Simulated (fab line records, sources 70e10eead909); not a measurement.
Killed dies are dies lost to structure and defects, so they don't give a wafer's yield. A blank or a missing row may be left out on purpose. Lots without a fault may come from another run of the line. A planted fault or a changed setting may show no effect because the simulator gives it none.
Which tool did it? | flow nand_harc | 7 lots, 21 wafers sampled, at 5 steps of a route of 1302

WHAT THE GAUGES READ, wafer by wafer
NHARC_END_SORT_01.
lot  | measured     | on        | killed_at_array
L283 | day 29 05:23 | prober-01 | 313 122 323
L286 | day 30 09:10 | prober-02 | 272 240 184

WHICH TOOL RAN EACH LOT (tool, then ch and the chambers of the sampled wafers, then the start)
lot  | NHARC_A_STAIRCASE_DEP_259       | NHARC_A_BONDPAD_ANNEAL_28        | NHARC_A_BONDPAD_CMP_19        | NHARC_THIN_TSV_STRIP_62
L272 | pecvd-04 ch 0,1, day 16 22:22   | rtp_anneal-02 ch 0, day 23 18:07 | cmp-02 ch 0,1,3, day 23 18:22 | plasma_asher-01 ch 0,1, day 24 09:39
L277 | pecvd-04 ch 1,2, day 18 21:11   | rtp_anneal-01 ch 0, day 25 16:40 | cmp-04 ch 0,1,3, day 25 17:00 | plasma_asher-01 ch 0,1, day 26 08:19
L279 | pecvd-02 ch 0,2, day 20 02:21   | rtp_anneal-02 ch 0, day 26 14:52 | cmp-02 ch 0,2,3, day 26 15:13 | plasma_asher-02 ch 1, day 27 06:49
L283 | pecvd-02 ch 0,2, day 21 11:44   | rtp_anneal-01 ch 0, day 28 01:22 | cmp-02 ch 0,1,3, day 28 01:46 | plasma_asher-02 ch 0,1, day 28 18:04
L286 | pecvd-02 ch 0,1,2, day 22 08:47 | rtp_anneal-02 ch 0, day 29 00:38 | cmp-04 ch 2,3, day 29 00:49   | plasma_asher-01 ch 0,1, day 29 19:45
L292 | pecvd-02 ch 0,1,2, day 25 05:02 | rtp_anneal-02 ch 0, day 31 22:52 | cmp-01 ch 0,1,3, day 31 23:13 | plasma_asher-01 ch 0,1, day 32 16:23
L294 | pecvd-04 ch 0,1,2, day 25 18:11 | rtp_anneal-01 ch 0, day 32 13:37 | cmp-01 ch 0,1,2, day 32 13:53 | plasma_asher-01 ch 0,1, day 33 07:02
- NHARC_A_STAIRCASE_DEP_259: deposits SiON, target thk 30 nm.
- NHARC_A_BONDPAD_ANNEAL_28: time 90 s.
- NHARC_A_BONDPAD_CMP_19: polishes, t overpolish 30 s, cu recess touch 16 s, target thk 169.82 nm.
- NHARC_THIN_TSV_STRIP_62: strips in N2/H2, time 20 s.

THE ANSWER, worked out from the rows above alone
Rule: what is usual is taken from the lots themselves. Put in order of their means at a reading, lots are off if they are a third of the lots or fewer, leave a main group of 4 or more, and stand apart from it by a gap of 3 or more times the standard deviation of the main group's means; of several such gaps the widest counts. A main group whose means are all the same, to the digits that the tables above print for the reading, isn't used. A lot without any number at a reading at which 4 lots or more have one is off too. The other lots that the step has rows for count as sound.
No lot is off at any reading shown: from this, nothing can be told.

WHAT THE SIMULATOR HAD PUT IN
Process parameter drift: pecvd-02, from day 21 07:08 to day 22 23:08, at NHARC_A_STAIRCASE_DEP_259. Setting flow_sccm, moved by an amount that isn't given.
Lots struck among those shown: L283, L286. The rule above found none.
